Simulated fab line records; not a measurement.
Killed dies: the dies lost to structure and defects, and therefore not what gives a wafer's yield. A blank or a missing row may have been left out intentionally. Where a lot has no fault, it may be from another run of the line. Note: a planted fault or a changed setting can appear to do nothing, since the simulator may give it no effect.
Which tool did it? + flow nand-harc + 15 lots with 45 wafers sampled at 3 steps, on a route of 1302 steps

== WHAT THE GAUGES READ, wafer by wafer ==
NHARC_A_M1_INSPECT_27.
| lot  | measured     | on                | raw-defect-count |
|------|--------------|-------------------|------------------|
| L624 | day 23 11:32 | defect-inspect-02 | 720 596 635      |
| L623 | day 23 15:22 | defect-inspect-02 | 582 527 872      |
| L626 | day 24 08:52 | defect-inspect-01 | 577 378 523      |
| L628 | day 25 09:38 | defect-inspect-02 | 661 613 511      |
| L627 | day 25 10:32 | defect-inspect-01 | 673 711 700      |
| L631 | day 26 13:29 | defect-inspect-01 | 725 756 551      |
| L629 | day 27 07:14 | defect-inspect-02 | 546 540 657      |
| L632 | day 27 18:23 | defect-inspect-02 | 594 587 650      |
| L636 | day 29 12:59 | defect-inspect-01 | 670 453 389      |
| L637 | day 29 23:58 | defect-inspect-02 | 618 726 646      |
| L638 | day 30 02:39 | defect-inspect-01 | 430 765 652      |
| L643 | day 31 15:53 | defect-inspect-02 | 436 390 432      |
| L642 | day 31 16:03 | defect-inspect-02 | 400 564 552      |
| L644 | day 32 08:56 | defect-inspect-01 | 925 779 758      |
| L645 | day 32 12:49 | defect-inspect-01 | 562 474 407      |

NHARC_A_BONDPAD_OVL_MEAS_35.
| lot  | measured     | on         | overlay-x-nm (nm) | overlay-y-nm (nm) |
|------|--------------|------------|-------------------|-------------------|
| L624 | day 23 13:25 | overlay-01 | -3 -3 -4          | -9 -9 -9          |
| L623 | day 23 17:23 | overlay-01 | -8 -7 -7          | 6 6 6             |
| L626 | day 24 10:46 | overlay-01 | 8 9 9             | -7 -7 -6          |
| L628 | day 25 11:31 | overlay-01 | -5 -5 -5          | 2 1 1             |
| L627 | day 25 12:37 | overlay-02 | -8 -7 -8          | -3 -4 -3          |
| L631 | day 26 15:23 | overlay-02 | -8 -8 -9          | 0 0 1             |
| L629 | day 27 09:20 | overlay-01 | -13 -13 -12       | -2 -2 -2          |
| L632 | day 27 20:34 | overlay-02 | 0 0 0             | -3 -3 -3          |
| L636 | day 29 14:59 | overlay-01 | -6 -6 -6          | 10 10 10          |
| L637 | day 30 01:58 | overlay-02 | -3 -4 -3          | 2 2 3             |
| L638 | day 30 04:39 | overlay-02 | 9 8 9             | -4 -4 -4          |
| L643 | day 31 17:54 | overlay-01 | -6 -6 -6          | -7 -8 -8          |
| L642 | day 31 18:04 | overlay-02 | -7 -6 -7          | -5 -4 -5          |
| L644 | day 32 10:49 | overlay-02 | 3 3 3             | 3 2 2             |
| L645 | day 32 14:50 | overlay-02 | 5 5 5             | 2 2 1             |

== EACH LOT AND THE TOOL THAT RAN IT (in order: tool; ch and the chambers of the sampled wafers; start) ==
| lot  | NHARC_A_BONDPAD_DEVELOP_08        |
|------|-----------------------------------|
| L624 | litho-track-02 ch 0, day 23 13:00 |
| L623 | litho-track-03 ch 0, day 23 17:00 |
| L626 | litho-track-02 ch 0, day 24 10:00 |
| L628 | litho-track-05 ch 0, day 25 11:00 |
| L627 | litho-track-05 ch 0, day 25 12:00 |
| L631 | litho-track-03 ch 0, day 26 15:00 |
| L629 | litho-track-03 ch 0, day 27 09:00 |
| L632 | litho-track-05 ch 0, day 27 20:00 |
| L636 | litho-track-03, day 29 14:00      |
| L637 | litho-track-02, day 30 01:00      |
| L638 | litho-track-03, day 30 04:00      |
| L643 | litho-track-05 ch 0, day 31 17:00 |
| L642 | litho-track-05 ch 0, day 31 17:00 |
| L644 | litho-track-05 ch 0, day 32 10:00 |
| L645 | litho-track-05 ch 0, day 32 14:00 |
- NHARC_A_BONDPAD_DEVELOP_08: time 50 s.

== AS READ BY THE TOOLS THEMSELVES (means over the sampled wafers that have a number; for cases with no such wafer, the mark the record gives instead) ==
NHARC_A_BONDPAD_DEVELOP_08.
| lot  | tool           | chill-plate-temp-C (C) | developer-temp-C (C) |
|------|----------------|------------------------|----------------------|
| L624 | litho-track-02 | 23.05                  | 22.04                |
| L623 | litho-track-03 | 22.84                  | 21.90                |
| L626 | litho-track-02 | 23.04                  | 22.04                |
| L628 | litho-track-05 | 22.98                  | 22.07                |
| L627 | litho-track-05 | 22.93                  | 21.96                |
| L631 | litho-track-03 | 22.85                  | 21.97                |
| L629 | litho-track-03 | 23.06                  | 21.92                |
| L632 | litho-track-05 | 23.03                  | 22.05                |
| L636 | litho-track-03 | -                      | -                    |
| L637 | litho-track-02 | -                      | -                    |
| L638 | litho-track-03 | -                      | -                    |
| L643 | litho-track-05 | 22.73                  | 22.00                |
| L642 | litho-track-05 | 23.03                  | 22.10                |
| L644 | litho-track-05 | 23.10                  | 21.99                |
| L645 | litho-track-05 | 22.82                  | 21.87                |

== THE ANSWER, worked out from the rows above alone ==
Rule: what is usual is taken from the lots themselves. Put in order of their means at a reading, lots are off if they are a third of the lots or fewer, leave a main group of 4 or more, and stand apart from it by a gap of 3 or more times the standard deviation of the main group's means; of several such gaps the widest counts. Not used: any main group whose means are identical at the precision the tables above print for the reading. A lot without any number at a reading at which 4 lots or more have one is off too. The other lots that the step has rows for count as sound. After the gauges, taken in route order, come the tools' own readings; for these a lot's mean is taken, as printed above. At the first step where some lot is off, the reading lying furthest off is the one used; lots without a number count as furthest.
Off, at NHARC_A_BONDPAD_DEVELOP_08 on chill-plate-temp-C: L636, L637, L638. Without a number there: L636, L637, L638. The main group: mean 22.96 C, standard deviation 0.11.
A tool fits if, at that step or a process step before it, it ran every lot that is off, and no sound lot after the first of them. None of those tried fits.

== WHAT HAD BEEN PUT IN BY THE SIMULATOR ==
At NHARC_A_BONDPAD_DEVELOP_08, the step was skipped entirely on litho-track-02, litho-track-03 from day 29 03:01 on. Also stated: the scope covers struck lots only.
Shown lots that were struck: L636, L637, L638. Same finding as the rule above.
